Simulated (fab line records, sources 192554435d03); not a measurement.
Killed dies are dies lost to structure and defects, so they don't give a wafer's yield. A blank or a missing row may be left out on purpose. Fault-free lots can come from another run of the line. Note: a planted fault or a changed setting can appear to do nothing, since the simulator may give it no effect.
Lot-split experiment :: flow n5Finfet :: on a route of 1938 steps: 7 lots, 21 wafers read

== ON THE SPLIT ==
At N5_BEOL_M4_ETCH_64 (etches SOC in N2/H2, target depth 75 nm, overetch 22.5 nm, time 121.9 s), the setting timeS was moved away from the recipe's 121.9 s on 6 of the 21 wafers read, by +14.4% to +20.1%. This setting was run at the recipe's value on the other wafers.

== FROM THE SPLIT TO THE READING: what the file shows between them, 3 steps ==
- N5_BEOL_M4_STRIP_65: strips in N2/H2
- N5_BEOL_M4_STRIP_75: strips in N2/H2
- N5_BEOL_M4_STRIP_66: strips in CF4

== THE READING ==
etch.depthNm (the simulator's own value, which no gauge read), in nm, at N5_BEOL_M4_HM_OPEN_17 (chemistry Cl2/BCl3, target TiN, target depth 20 nm, overetch 6 nm). The file does not state a usual value for it. The 15 wafers here that ran the recipe average 20.08 nm, standard deviation 0.35 nm.

wafer: L075.2
tool, chamber at the split: rieDiel-06, 3
timeS as run, s: 121.9
against the recipe: recipe
etch.depthNm, nm: 19.92
against lot-mates on the recipe: -

wafer: L075.4
tool, chamber at the split: rieDiel-06, 0,3
timeS as run, s: 146.4
against the recipe: +20.1%
etch.depthNm, nm: 17.6
against lot-mates on the recipe: -2.32

wafer: L075.6
tool, chamber at the split: rieDiel-06, 0,3
timeS as run, s: 146.4
against the recipe: +20.1%
etch.depthNm, nm: 17.56
against lot-mates on the recipe: -2.36

wafer: L077.3
tool, chamber at the split: rieDiel-06, 3,0
timeS as run, s: 140.5
against the recipe: +15.3%
etch.depthNm, nm: 18.31
against lot-mates on the recipe: -2.00

wafer: L077.5
tool, chamber at the split: rieDiel-06, 3
timeS as run, s: 121.9
against the recipe: recipe
etch.depthNm, nm: 20.31
against lot-mates on the recipe: -

wafer: L077.6
tool, chamber at the split: rieDiel-06, 3,0
timeS as run, s: 140.5
against the recipe: +15.3%
etch.depthNm, nm: 18.35
against lot-mates on the recipe: -1.96

wafer: L078.2
tool, chamber at the split: rieDiel-05, 0,2,3
timeS as run, s: 121.9
against the recipe: recipe
etch.depthNm, nm: 20.31
against lot-mates on the recipe: -

wafer: L078.4
tool, chamber at the split: rieDiel-05, 0,2,3
timeS as run, s: 121.9
against the recipe: recipe
etch.depthNm, nm: 19.77
against lot-mates on the recipe: -

wafer: L078.6
tool, chamber at the split: rieDiel-05, 0,2,3
timeS as run, s: 121.9
against the recipe: recipe
etch.depthNm, nm: 19.61
against lot-mates on the recipe: -

wafer: L079.2
tool, chamber at the split: rieDiel-06, 2
timeS as run, s: 121.9
against the recipe: recipe
etch.depthNm, nm: 20.43
against lot-mates on the recipe: -

wafer: L079.4
tool, chamber at the split: rieDiel-06, 0
timeS as run, s: 139.5
against the recipe: +14.4%
etch.depthNm, nm: 18.21
against lot-mates on the recipe: -2.22

wafer: L079.6
tool, chamber at the split: rieDiel-06, 0
timeS as run, s: 139.5
against the recipe: +14.4%
etch.depthNm, nm: 18.81
against lot-mates on the recipe: -1.62

wafer: L086.1
tool, chamber at the split: rieDiel-06, 2,3,1
timeS as run, s: 121.9
against the recipe: recipe
etch.depthNm, nm: 20.33
against lot-mates on the recipe: -

wafer: L086.2
tool, chamber at the split: rieDiel-06, 2,3,1
timeS as run, s: 121.9
against the recipe: recipe
etch.depthNm, nm: 20.36
against lot-mates on the recipe: -

wafer: L086.6
tool, chamber at the split: rieDiel-06, 2,3,1
timeS as run, s: 121.9
against the recipe: recipe
etch.depthNm, nm: 20.24
against lot-mates on the recipe: -

wafer: L087.2
tool, chamber at the split: rieDiel-05, 2,0,2
timeS as run, s: 121.9
against the recipe: recipe
etch.depthNm, nm: 20.32
against lot-mates on the recipe: -

wafer: L087.3
tool, chamber at the split: rieDiel-05, 2,0,2
timeS as run, s: 121.9
against the recipe: recipe
etch.depthNm, nm: 20.32
against lot-mates on the recipe: -

wafer: L087.6
tool, chamber at the split: rieDiel-05, 2,0,2
timeS as run, s: 121.9
against the recipe: recipe
etch.depthNm, nm: 20.49
against lot-mates on the recipe: -

wafer: L089.2
tool, chamber at the split: rieDiel-04, 0,1,2
timeS as run, s: 121.9
against the recipe: recipe
etch.depthNm, nm: 19.49
against lot-mates on the recipe: -

wafer: L089.5
tool, chamber at the split: rieDiel-04, 0,1,2
timeS as run, s: 121.9
against the recipe: recipe
etch.depthNm, nm: 19.38
against lot-mates on the recipe: -

wafer: L089.6
tool, chamber at the split: rieDiel-04, 0,1,2
timeS as run, s: 121.9
against the recipe: recipe
etch.depthNm, nm: 19.94
against lot-mates on the recipe: -
Rows listing several chambers each stand for several wafers; the file does not say which wafer went through which chamber.

THE FIT
A straight line over all 21 wafers: etch.depthNm changes by -0.118 nm for each +1% of timeS; r = -0.94; the points scatter about the line by 0.34 nm.
The same after taking each lot's own level away (the mean of its wafers on the recipe; 21 wafers): -0.124 nm for each +1%; r = -0.98; scatter 0.2 nm.
Per that fit: largest timeS move, reading shift of 2.5 nm.
From 19.603 to 20.430 nm: that is the span of the lots' own levels, equal to 2.3 times the standard deviation above.
Consequently the slope shifts little with the lot-to-lot level, the two slopes agreeing.
Check: -2.55 nm against its lot-mates is what the line predicts for one of the wafers moved furthest among these (+20.1%) when that wafer is left out of the fit. It came out at -2.32 nm against them.

== OTHER SPLITS APPLIED TO THESE WAFERS ==
Other splits were also applied to these wafers ahead of the reading. Each is held against what the fit with the lots' levels taken away leaves over:
other split on the same wafers: N5_MOL_CONTACT_COAG_EXPOSE_37 doseMj
wafers away from the commonest value: 8
r with etch.depthNm (lot level and that fit taken away): +0.22

other split on the same wafers: N5_BEOL_M0_CUTY_COAT_50 spinRpm
wafers away from the commonest value: 7
r with etch.depthNm (lot level and that fit taken away): +0.09

other split on the same wafers: N5_BEOL_M0_CUTY_COAT_51 spinRpm
wafers away from the commonest value: 9
r with etch.depthNm (lot level and that fit taken away): +0.01

other split on the same wafers: N5_BEOL_M0_CUTY_DESCUM_61 timeS
wafers away from the commonest value: 8
r with etch.depthNm (lot level and that fit taken away): +0.08

other split on the same wafers: N5_BEOL_M2_ILD_DEP_00 timeS
wafers away from the commonest value: 7
r with etch.depthNm (lot level and that fit taken away): -0.01

== THE FILE'S OWN FIT ==
etch.depthNm changes by -0.124 nm for each +1% of timeS, r = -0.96.
